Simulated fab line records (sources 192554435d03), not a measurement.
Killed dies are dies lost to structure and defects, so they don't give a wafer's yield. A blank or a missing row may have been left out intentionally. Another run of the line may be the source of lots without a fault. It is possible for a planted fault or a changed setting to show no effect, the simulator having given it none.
Matching of chambers || flow n5 finfet || 3 sister chambers for N5_BEOL_M6_PECVD_70 on pecvd-04
The step deposits SiO2 from TEOS/O2, target thk 20 nm, time 22.7 s. 24 wafers are shown with their chamber, then 12 later ones without.

WAFERS, EACH WITH ITS CHAMBER
{"wafer": "L074.2", "chamber": 1, "throttle valve pct (%)": 25.6, "showerhead plenum p Torr (Torr)": 8.80, "rf fwd power W (W)": 443.4}
{"wafer": "L074.3", "chamber": 0, "throttle valve pct (%)": 22.5, "showerhead plenum p Torr (Torr)": 8.66, "rf fwd power W (W)": 445.7}
{"wafer": "L074.4", "chamber": 1, "throttle valve pct (%)": 25.6, "showerhead plenum p Torr (Torr)": 8.80, "rf fwd power W (W)": 444.1}
{"wafer": "L076.2", "chamber": 1, "throttle valve pct (%)": 25.4, "showerhead plenum p Torr (Torr)": 8.80, "rf fwd power W (W)": 437.8}
{"wafer": "L076.5", "chamber": 0, "throttle valve pct (%)": 22.7, "showerhead plenum p Torr (Torr)": 8.67, "rf fwd power W (W)": 447.3}
{"wafer": "L076.6", "chamber": 1, "throttle valve pct (%)": 25.8, "showerhead plenum p Torr (Torr)": 8.84, "rf fwd power W (W)": 440.3}
{"wafer": "L080.1", "chamber": 2, "throttle valve pct (%)": 20.5, "showerhead plenum p Torr (Torr)": 8.73, "rf fwd power W (W)": 442.0}
{"wafer": "L080.4", "chamber": 2, "throttle valve pct (%)": 20.6, "showerhead plenum p Torr (Torr)": 8.75, "rf fwd power W (W)": 441.3}
{"wafer": "L080.5", "chamber": 1, "throttle valve pct (%)": 25.6, "showerhead plenum p Torr (Torr)": 8.83, "rf fwd power W (W)": 439.0}
{"wafer": "L085.2", "chamber": 2, "throttle valve pct (%)": 20.4, "showerhead plenum p Torr (Torr)": 8.74, "rf fwd power W (W)": 442.9}
{"wafer": "L085.3", "chamber": 1, "throttle valve pct (%)": 25.7, "showerhead plenum p Torr (Torr)": 8.81, "rf fwd power W (W)": 438.7}
{"wafer": "L085.6", "chamber": 0, "throttle valve pct (%)": 22.6, "showerhead plenum p Torr (Torr)": 8.66, "rf fwd power W (W)": 446.1}
{"wafer": "L086.1", "chamber": 1, "throttle valve pct (%)": 25.5, "showerhead plenum p Torr (Torr)": 8.80, "rf fwd power W (W)": 440.5}
{"wafer": "L086.2", "chamber": 2, "throttle valve pct (%)": 20.6, "showerhead plenum p Torr (Torr)": 8.73, "rf fwd power W (W)": 443.5}
{"wafer": "L086.4", "chamber": 0, "throttle valve pct (%)": 22.7, "showerhead plenum p Torr (Torr)": 8.65, "rf fwd power W (W)": 445.8}
{"wafer": "L090.1", "chamber": 1, "throttle valve pct (%)": 25.6, "showerhead plenum p Torr (Torr)": 8.83, "rf fwd power W (W)": 439.0}
{"wafer": "L090.4", "chamber": 1, "throttle valve pct (%)": 25.8, "showerhead plenum p Torr (Torr)": 8.80, "rf fwd power W (W)": 440.5}
{"wafer": "L090.6", "chamber": 2, "throttle valve pct (%)": 20.6, "showerhead plenum p Torr (Torr)": 8.74, "rf fwd power W (W)": 445.1}
{"wafer": "L088.1", "chamber": 1, "throttle valve pct (%)": 25.8, "showerhead plenum p Torr (Torr)": 8.80, "rf fwd power W (W)": 442.9}
{"wafer": "L088.2", "chamber": 2, "throttle valve pct (%)": 20.4, "showerhead plenum p Torr (Torr)": 8.75, "rf fwd power W (W)": 442.1}
{"wafer": "L088.4", "chamber": 2, "throttle valve pct (%)": 20.5, "showerhead plenum p Torr (Torr)": 8.74, "rf fwd power W (W)": 444.3}
{"wafer": "L091.1", "chamber": 0, "throttle valve pct (%)": 22.5, "showerhead plenum p Torr (Torr)": 8.67, "rf fwd power W (W)": 446.6}
{"wafer": "L091.3", "chamber": 1, "throttle valve pct (%)": 25.7, "showerhead plenum p Torr (Torr)": 8.79, "rf fwd power W (W)": 440.7}
{"wafer": "L091.4", "chamber": 2, "throttle valve pct (%)": 20.6, "showerhead plenum p Torr (Torr)": 8.74, "rf fwd power W (W)": 446.2}

SIGNATURES (averages over the wafers above)
{"reading": "throttle valve pct", "chamber 0": 22.600, "chamber 1": 25.645, "chamber 2": 20.525, "scatter within a chamber": 0.112}
{"reading": "showerhead plenum p Torr", "chamber 0": 8.6620, "chamber 1": 8.8091, "chamber 2": 8.7400, "scatter within a chamber": 0.0127}
{"reading": "rf fwd power W", "chamber 0": 446.300, "chamber 1": 440.627, "chamber 2": 443.425, "scatter within a chamber": 1.74}
Rule: for each reading, subtract the chamber's mean from the wafer's reading, divide by that reading's scatter and square the result; add these up over the readings and take the root, which gives the wafer's distance from the chamber. If the next closest chamber is less than 2 further off than the closest, the wafer can't be placed; otherwise it belongs to the closest. The scatter: take each reading less its chamber's mean, square it, sum over the shown wafers, divide by the number of wafers less the number of chambers, and take the root.

WAFERS WITH NO CHAMBER GIVEN
{"wafer": "L093.1", "throttle valve pct (%)": 20.4, "showerhead plenum p Torr (Torr)": 8.75, "rf fwd power W (W)": 444.6}
{"wafer": "L093.5", "throttle valve pct (%)": 25.9, "showerhead plenum p Torr (Torr)": 8.79, "rf fwd power W (W)": 441.0}
{"wafer": "L093.6", "throttle valve pct (%)": 21.0, "showerhead plenum p Torr (Torr)": 8.71, "rf fwd power W (W)": 445.1}
{"wafer": "L094.2", "throttle valve pct (%)": 22.7, "showerhead plenum p Torr (Torr)": 8.62, "rf fwd power W (W)": 447.1}
{"wafer": "L094.3", "throttle valve pct (%)": 20.9, "showerhead plenum p Torr (Torr)": 8.74, "rf fwd power W (W)": 444.9}
{"wafer": "L094.5", "throttle valve pct (%)": 20.7, "showerhead plenum p Torr (Torr)": 8.73, "rf fwd power W (W)": 442.8}
{"wafer": "L095.1", "throttle valve pct (%)": 20.9, "showerhead plenum p Torr (Torr)": 8.76, "rf fwd power W (W)": 443.7}
{"wafer": "L095.2", "throttle valve pct (%)": 23.1, "showerhead plenum p Torr (Torr)": 8.65, "rf fwd power W (W)": 446.6}
{"wafer": "L095.4", "throttle valve pct (%)": 20.7, "showerhead plenum p Torr (Torr)": 8.75, "rf fwd power W (W)": 443.4}
{"wafer": "L096.2", "throttle valve pct (%)": 22.7, "showerhead plenum p Torr (Torr)": 8.65, "rf fwd power W (W)": 445.2}
{"wafer": "L096.3", "throttle valve pct (%)": 25.6, "showerhead plenum p Torr (Torr)": 8.79, "rf fwd power W (W)": 437.2}
{"wafer": "L096.4", "throttle valve pct (%)": 25.9, "showerhead plenum p Torr (Torr)": 8.81, "rf fwd power W (W)": 439.4}

THE CHAMBER EACH PASSED THROUGH
{"wafer": "L093.1", "from the rows above": 2, "in truth": 2}
{"wafer": "L093.5", "from the rows above": 1, "in truth": 1}
{"wafer": "L093.6", "from the rows above": 2, "in truth": 2}
{"wafer": "L094.2", "from the rows above": 0, "in truth": 0}
{"wafer": "L094.3", "from the rows above": 2, "in truth": 2}
{"wafer": "L094.5", "from the rows above": 2, "in truth": 2}
{"wafer": "L095.1", "from the rows above": 2, "in truth": 2}
{"wafer": "L095.2", "from the rows above": 0, "in truth": 0}
{"wafer": "L095.4", "from the rows above": 2, "in truth": 2}
{"wafer": "L096.2", "from the rows above": 0, "in truth": 0}
{"wafer": "L096.3", "from the rows above": 1, "in truth": 1}
{"wafer": "L096.4", "from the rows above": 1, "in truth": 1}
Correctly placed: 12 of 12. From these rows, 0 cannot be placed. Placed wrongly: 0.
